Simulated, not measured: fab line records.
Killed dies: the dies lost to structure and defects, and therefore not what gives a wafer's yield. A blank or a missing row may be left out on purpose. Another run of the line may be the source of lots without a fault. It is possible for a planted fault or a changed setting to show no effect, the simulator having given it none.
Split-lot study    flow n5_finfet    21 wafers read across 7 lots, on a route 1938 steps long

## SPLIT DETAILS
At N5_BEOL_M13_COAT_65 (time 60 s, resist thk 350 nm), the setting spin_rpm was moved away from the recipe's 1500 rpm on 6 of the 21 wafers read, by -9.0% to +7.4%. All remaining wafers had this setting at the recipe value.

The reading is taken at the split's own step.

## THE READING
SOC_of_BEOL_M13_COAT_65.thk_nm (the simulator's own value, which no gauge read), in nm, at N5_BEOL_M13_COAT_65 (time 60 s, resist thk 350 nm). No usual value for it is given in the file. Average 349.0 nm, standard deviation 1.1 nm, over the 15 wafers here run with the recipe.

wafer   tool, chamber at the split  spin_rpm as run, rpm  against the recipe  SOC_of_BEOL_M13_COAT_65.thk_nm, nm  against lot-mates on the recipe
L077.2  litho_track-01, 0           1500                  recipe              346.4                               -
L077.3  litho_track-01, 0           1500                  recipe              348.2                               -
L077.4  litho_track-01, 0           1376                  -8.3%               363.6                               +16.3
L084.1  litho_track-01, 0           1500                  recipe              348.4                               -
L084.2  litho_track-01, 0           1500                  recipe              349                                 -
L084.4  litho_track-01, 0           1500                  recipe              348.2                               -
L086.2  litho_track-04, 0           1500                  recipe              350.8                               -
L086.4  litho_track-04, 0           1388                  -7.5%               364.6                               +13.8
L086.6  litho_track-04, 0           1388                  -7.5%               363.4                               +12.6
L087.1  litho_track-04, 0           1500                  recipe              349.4                               -
L087.2  litho_track-04, 0           1500                  recipe              349.6                               -
L087.6  litho_track-04, 0           1500                  recipe              348.6                               -
L093.4  litho_track-01, 0           1500                  recipe              349.2                               -
L093.5  litho_track-01, 0           1500                  recipe              349.2                               -
L093.6  litho_track-01, 0           1500                  recipe              348.2                               -
L096.2  litho_track-03, 0           1500                  recipe              348.8                               -
L096.4  litho_track-03, 0           1365                  -9.0%               364.4                               +15.6
L096.6  litho_track-03, 0           1365                  -9.0%               367                                 +18.2
L097.1  litho_track-04, 0           1611                  +7.4%               338.4                               -12.2
L097.3  litho_track-04, 0           1500                  recipe              350.8                               -
L097.4  litho_track-04, 0           1500                  recipe              350.4                               -

FIT RESULTS
A straight line over all 21 wafers: SOC_of_BEOL_M13_COAT_65.thk_nm changes by -1.8 nm for each +1% of spin_rpm; r = -0.99; the points scatter about the line by 1.3 nm.
The same after taking each lot's own level away (the mean of its wafers on the recipe; 21 wafers): -1.82 nm for each +1%; r = -1.00; scatter 0.76 nm.
On that fit, the largest move of spin_rpm shifts the reading by 16 nm.
The span of the lots' own levels, 347.30 to 350.80 nm, comes to 3.2 times the standard deviation stated above.
The two slopes agree, so the slope changes little with the lot-to-lot level.
Check: +16.8 nm against its lot-mates is what the line predicts for one of the wafers moved furthest among these (-9.0%) when that wafer is left out of the fit. Against them it came out at +15.6 nm.

## OTHER SPLITS APPLIED TO THESE WAFERS
Before the reading, these wafers also passed through other splits. Each is held against what the fit with the lots' levels taken away leaves over:
other split on the same wafers  wafers away from the commonest value  r with SOC_of_BEOL_M13_COAT_65.thk_nm (lot level and that fit taken away)
N5_BEOL_M8_COAT_22 spin_rpm     8                                     +0.26
N5_BEOL_M8_ETCH_65 source_w     5                                     -0.28
N5_BEOL_M9_ILD_DEP_00 time_s    6                                     -0.04
N5_BEOL_M10_PEB_26 peb_time_s   7                                     +0.15
N5_BEOL_M11_ILD_DEP_00 time_s   6                                     -0.08
N5_BEOL_M11_PECVD_70 temp_c     7                                     +0.30

## FILE'S OWN FIT
SOC_of_BEOL_M13_COAT_65.thk_nm changes by -1.83 nm for each +1% of spin_rpm, r = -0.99.
